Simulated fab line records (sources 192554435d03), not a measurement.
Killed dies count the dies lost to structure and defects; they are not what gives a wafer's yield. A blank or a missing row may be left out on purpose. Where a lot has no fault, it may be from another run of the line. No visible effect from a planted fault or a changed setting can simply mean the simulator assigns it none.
fab line records	flow n5-finfet
record: lots: 10	wafers: 30	last-day: 18
route steps=1938 shown BEOL_M13@1690 BEOL_M14@1716
lots that met no fault: from a run of the same line without faults
start-h: the number of hours between the record's first day and the start of the first shown wafer of the lot	wait-h: how many hours have passed since the lot's step before this one	" same as the row above	L1.1+2: a single row standing in for several wafers	- either no value or no given start	* or withheld: withheld	< > ~ a bound
route shown NAME@n: a module of which the file shows steps, and the number in the route of the first	usual: average and standard deviation across the fault-free wafers	same: alike in all rows	chamber/n: place in a boat	sites: readings site by site	_std_site: the values' standard deviation	_edge_site: mean of outer sites minus mean of inner sites	radius-mm: for every site, how far away it sits from the centre of the wafer	mask NAME#n: copy n	behind: the most recent tool/chamber to have shaped the wafer	hold: reason for holding the lot/hours on hold/outcome of the hold	device: whichever transistor did not switch (one of n, p or np)	end of line: at the end of the route, the tests of the same wafers	a step given without rows: its recipe and nothing more	killed: dies that structure and defects cost at the first sort, which is not the same as the wafer's yield	map: a wafer's dies, x killed, . not, _ none there
set.NAME: the setting as run; set.NAME@STEP: as run at that earlier step	model.NAME: the simulator's own value behind a step, which no gauge read
a sample of lots followed through the steps of the route, with each step as a table and each wafer as a row
services: a tool's chamber out of use, with start hour (start-h, from the record's first day; less than 0 if before it), hours out, and reason
== steps ==
step: N5_BEOL_M13_OVL_MEAS_29
recipe: points-per-wafer: 44
usual: M13_OVL: 3/5.7
lot.wafer	tool	chamber	start-h	wait-h	M13_OVL[nm]
L787.1	overlay-01	0	252.80	0.0	-4
L787.4	"	0	"	"	2
L787.6	"	0	"	"	7
L788.2	overlay-02	0	259.33	0.0	3
L788.3	"	0	"	"	5
L788.6	"	0	"	"	1
L791.2	overlay-01	0	275.20	0.0	10
L791.3	"	0	"	"	11
L791.5	"	0	"	"	8
L792.1	overlay-02	0	290.34	0.0	10
L792.5	"	0	"	"	5
L792.6	"	0	"	"	-4
L793.1	overlay-02	0	290.53	0.0	-2
L793.3	"	0	"	"	3
L793.5	"	0	"	"	4
L796.1	overlay-01	0	304.48	0.0	-1
L796.5	"	0	"	"	4
L796.6	"	0	"	"	0
L799.1	overlay-01	0	318.36	0.0	-8
L799.3	"	0	"	"	-4
L799.6	"	0	"	"	-6
L802.1	overlay-01	0	346.00	0.0	9
L802.4	"	0	"	"	7
L802.6	"	0	"	"	10
L807.2	overlay-02	0	362.45	0.0	10
L807.3	"	0	"	"	2
L807.6	"	0	"	"	7
L809.4	overlay-01	0	393.85	0.0	5
L809.5	"	0	"	"	3
L809.6	"	0	"	"	2
step: N5_BEOL_M13_ETCH_67
recipe: chemistry: CF4	target: SiARC	target-depth-a: 1430	time-s: 238.3	ion-energy-ev: 80	pressure-mtorr: 40	source-w: 545	bias-w: 36	Ar_flow_sccm: 100	cf4-flow-sccm: 100	ends: cleared
usual: drypump-motor-current-A: 5.8/0.51	etch-rf-on-time-s: 241/6.2	oes-product-au: 0.67/0.058	rf-vpp-V: 183.9/0.96	showerhead-plenum-p-Torr: 2.13/0.06	throttle-valve-pct: 15.54/0.22
lot.wafer	tool	chamber	start-h	wait-h	drypump-motor-current-A	etch-rf-on-time-s	oes-product-au	rf-hours-counter-h	rf-vpp-V	showerhead-plenum-p-Torr	throttle-valve-pct
L787.1	rie-diel-05	2	252.90	0.0	5.0	238	0.71	88	183.5	2.06	15.53
L787.4	"	3	"	"	5.8	247	0.60	218	184.3	2.21	16.03
L787.6	"	3	"	"	5.8	247	0.59	-	183.0	2.21	16.00
L788.2	rie-diel-01	0	259.42	0.0	5.5	225	0.76	49	183.7	2.08	15.31
L788.3	"	1	"	"	5.4	254	0.69	57	184.1	2.10	15.29
L788.6	"	0	"	"	5.5	227	0.74	-	182.8	2.08	15.31
L791.2	rie-diel-05	0	275.29	0.0	5.1	243	0.59	210	183.2	2.03	15.58
L791.3	"	1	"	"	6.0	245	0.81	9	185.0	2.18	15.09
L791.5	"	2	"	"	5.0	241	0.70	-	182.3	2.06	15.54
L792.1	rie-diel-01	1	290.43	0.0	5.4	252	0.69	66	182.9	2.10	15.29
L792.5	"	3	"	"	6.0	241	0.70	-	183.8	2.18	15.63
L792.6	"	0	"	"	5.5	228	0.74	-	184.2	2.08	15.34
L793.1	rie-diel-03	2	290.76	0.0	5.8	242	0.63	144	184.5	2.14	15.55
L793.3	"	1	"	"	6.6	243	0.63	192	184.7	2.11	15.74
L793.5	"	2	"	"	5.8	244	0.63	-	184.1	2.14	15.57
L796.1	rie-diel-05	1	304.57	0.0	6.0	243	0.79	19	185.5	2.18	15.12
L796.5	"	3	"	"	5.8	250	0.58	-	184.4	2.21	16.07
L796.6	"	2	"	"	5.0	240	0.70	-	182.8	2.06	15.57
L799.1	rie-diel-03	3	318.52	0.0	6.5	240	0.72	73	183.2	2.25	15.38
L799.3	"	2	"	"	5.8	241	0.63	153	184.0	2.14	15.56
L799.6	"	1	"	"	6.6	242	0.63	-	182.6	2.11	15.74
L802.1	rie-diel-03	1	346.09	0.0	6.6	248	0.61	209	184.6	2.11	15.77
L802.4	"	0	"	"	6.0	238	0.66	112	184.6	2.13	15.59
L802.6	"	1	"	"	6.6	243	0.62	-	182.9	2.11	15.75
L807.2	rie-diel-03	3	362.60	0.0	6.5	247	0.69	86	184.9	2.24	15.39
L807.3	"	2	"	"	5.8	243	0.62	165	183.7	2.13	15.59
L807.6	"	1	"	"	6.6	248	0.60	-	183.6	2.11	15.77
L809.4	rie-diel-03	2	393.94	0.0	5.8	244	0.61	176	183.9	2.13	15.62
L809.5	"	0	"	"	6.0	233	0.67	-	184.0	2.13	15.60
L809.6	"	3	"	"	6.5	240	0.69	-	185.8	2.24	15.45
step: N5_BEOL_M13_ETCH_68
recipe: chemistry: N2/H2	target: SOC	mask-material: SiARC	source-w: 3000	bias-w: 350	temp-c: 40	time-s: 355	ion-energy-ev: 200	pressure-mtorr: 30	n2-flow-sccm: 200	h2-flow-sccm: 200
usual: drypump-motor-current-A: 5.9/0.51	oes-product-au: 0.79/0.07	rf-vpp-V: 523.6/2.1	showerhead-plenum-p-Torr: 2.53/0.074	throttle-valve-pct: 17.70/0.27
same: time-s: 355
lot.wafer	tool	chamber	start-h	wait-h	drypump-motor-current-A	oes-product-au	rf-hours-counter-h	rf-vpp-V	showerhead-plenum-p-Torr	throttle-valve-pct
L787.1	rie-diel-05	2	253.04	0.1	5.0	0.83	88	521.9	2.45	17.68
L787.4	"	3	"	"	5.8	0.71	218	525.4	2.63	18.14
L787.6	"	3	"	"	5.8	0.70	-	525.4	2.63	18.14
L788.2	rie-diel-01	0	259.57	0.1	5.5	0.85	49	520.3	2.46	17.53
L788.3	"	1	"	"	5.4	0.82	57	523.1	2.47	17.24
L788.6	"	0	"	"	5.5	0.85	-	521.2	2.46	17.51
L791.2	rie-diel-05	0	275.44	0.1	5.1	0.70	210	521.0	2.43	17.87
L791.3	"	1	"	"	6.0	0.98	9	525.3	2.59	17.18
L791.5	"	2	"	"	5.1	0.84	-	522.3	2.45	17.71
L792.1	rie-diel-01	1	290.58	0.1	5.4	0.82	66	522.5	2.47	17.24
L792.5	"	3	"	"	6.1	0.81	-	525.6	2.56	17.67
L792.6	"	0	"	"	5.5	0.84	-	521.3	2.46	17.56
L793.1	rie-diel-03	2	290.91	0.1	5.8	0.75	144	524.9	2.55	17.64
L793.3	"	1	"	"	6.6	0.75	192	522.2	2.51	17.77
L793.5	"	2	"	"	5.8	0.75	-	523.7	2.55	17.65
L796.1	rie-diel-05	1	304.72	0.1	5.9	0.94	19	524.5	2.58	17.18
L796.5	"	3	"	"	5.8	0.70	-	526.2	2.62	18.15
L796.6	"	2	"	"	5.1	0.82	-	521.2	2.44	17.72
L799.1	rie-diel-03	3	318.67	0.1	6.5	0.83	73	527.5	2.68	17.61
L799.3	"	2	"	"	5.8	0.74	153	523.4	2.55	17.64
L799.6	"	1	"	"	6.6	0.73	-	523.6	2.50	17.76
L802.1	rie-diel-03	1	346.24	0.1	6.6	0.72	209	522.8	2.50	17.81
L802.4	"	0	"	"	6.0	0.77	112	524.3	2.56	18.04
L802.6	"	1	"	"	6.6	0.71	-	525.1	2.50	17.80
L807.2	rie-diel-03	3	362.75	0.1	6.5	0.80	86	527.6	2.67	17.65
L807.3	"	2	"	"	5.8	0.73	166	522.9	2.54	17.66
L807.6	"	1	"	"	6.6	0.72	-	524.5	2.50	17.79
L809.4	rie-diel-03	2	394.09	0.1	5.8	0.72	176	524.0	2.54	17.69
L809.5	"	0	"	"	6.1	0.77	-	523.6	2.56	18.05
L809.6	"	3	"	"	6.5	0.80	-	527.4	2.67	17.67
step: N5_BEOL_M14_ILD_DEP_00
recipe: material: SiO2	target-thk-a: 11193	temp-c: 400	precursor: TEOS/O2	pressure-torr: 6.5	rf-w: 900	teos-flow-sccm: 161.4	gas: O2	flow-sccm: 2650	time-s: 237.4
usual: heater-power-w: 533/88	showerhead-plenum-p-Torr: 8.36/0.036	susceptor-temp-C: 400.02/0.23	throttle-valve-pct: 18.4/0.73
same: time-s: 237.4
lot.wafer	tool	chamber	start-h	wait-h	heater-power-w	showerhead-plenum-p-Torr	susceptor-temp-C	throttle-valve-pct
L787.1	pecvd-03	2	256.07	0.0	385	8.38	399.79	17.8
L787.4	"	2	"	"	437	8.36	400.31	17.4
L787.6	"	1	"	"	646	8.35	399.91	20.0
L788.2	pecvd-01	1	263.05	0.0	668	8.34	400.01	18.5
L788.3	"	0	"	"	403	8.30	399.78	18.6
L788.6	"	1	"	"	514	8.33	400.13	18.6
L791.2	pecvd-01	1	278.14	0.0	662	8.36	399.87	18.6
L791.3	"	0	"	"	380	8.35	400.22	18.5
L791.5	"	2	"	"	554	8.39	399.78	18.7
L792.1	pecvd-01	0	294.63	0.0	491	8.34	400.10	18.6
L792.5	"	2	"	"	550	8.38	399.63	18.6
L792.6	"	0	"	"	355	8.34	400.34	18.8
L793.1	pecvd-03	0	294.77	0.0	495	8.45	399.84	17.6
L793.3	"	1	"	"	650	8.32	400.00	19.9
L793.5	"	0	"	"	526	8.43	400.07	17.7
L796.1	pecvd-02	0	308.78	0.0	559	8.35	399.39	17.5
L796.5	"	2	"	"	572	8.32	399.93	18.1
L796.6	"	0	"	"	620	8.34	399.65	17.6
L799.1	pecvd-01	1	321.71	0.0	601	8.35	399.79	18.7
L799.3	"	2	"	"	522	8.40	400.07	18.5
L799.6	"	2	"	"	583	8.38	399.98	18.6
L802.1	pecvd-03	1	349.33	0.0	559	8.33	399.79	20.0
L802.4	"	1	"	"	625	8.33	399.75	20.0
L802.6	"	0	"	"	576	8.44	399.91	17.7
L807.2	pecvd-03	2	366.53	0.0	447	8.33	403.23	17.9
L807.3	"	0	"	"	502	8.42	403.61	17.8
L807.6	"	2	"	"	487	8.38	403.43	17.6
L809.4	pecvd-03	1	397.59	0.1	524	8.35	403.29	20.2
L809.5	"	0	"	"	571	8.46	403.66	17.7
L809.6	"	2	"	"	469	8.38	403.52	17.8
== services ==
tool	chamber	start-h	hours	kind
rie-diel-03	3	256.81	3.9	repair
pecvd-02	-	266.68	5.9	repair
pecvd-03	2	281.80	4.3	repair
pecvd-03	-	307.84	0.5	repair
pecvd-03	0	320.29	13.8	repair
pecvd-02	-	332.83	0.4	repair
pecvd-01	-	333.72	1.4	repair
pecvd-03	2	337.13	2.1	scheduled-down
rie-diel-01	0	339.95	5.7	repair
rie-diel-05	3	352.23	-	clean
rie-diel-05	3	352.23	-	consumable-replace:focus-ring
rie-diel-05	3	352.23	17.2	scheduled-down
rie-diel-05	3	352.23	17.2	vent-cycle
rie-diel-01	-	359.56	0.5	repair
pecvd-03	2	377.01	8.5	repair
rie-diel-01	-	382.50	0.2	repair
pecvd-01	2	383.68	6.4	repair
rie-diel-05	0	385.16	3.4	repair
pecvd-02	-	387.42	0.9	repair
rie-diel-05	0	396.15	-	clean
rie-diel-05	0	396.15	-	consumable-replace:focus-ring
rie-diel-05	0	396.15	-	consumable-replace:showerhead
rie-diel-05	0	396.15	21.4	scheduled-down
rie-diel-05	0	396.15	21.4	vent-cycle
== key ==
first-sign: step: N5_BEOL_M14_ILD_DEP_00	reading: susceptor-temp-C	direction: up	sigmas: 15	usual: *	struck: *
effect none on later readings
met-at N5_BEOL_M14_ILD_DEP_00
struck-lots L807,L809
not-acting-at N5_BEOL_M13_OVL_MEAS_29,N5_BEOL_M13_ETCH_67,N5_BEOL_M13_ETCH_68
onset-between 349.33 366.53
fault: kind: process-parameter-drift	tool: pecvd-03	chamber: -	onset-h: 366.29	steps: N5_BEOL_M14_ILD_DEP_00	channel: temp-c	offset: *	shape: step	end-h: 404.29	acts-in: *	stated: *
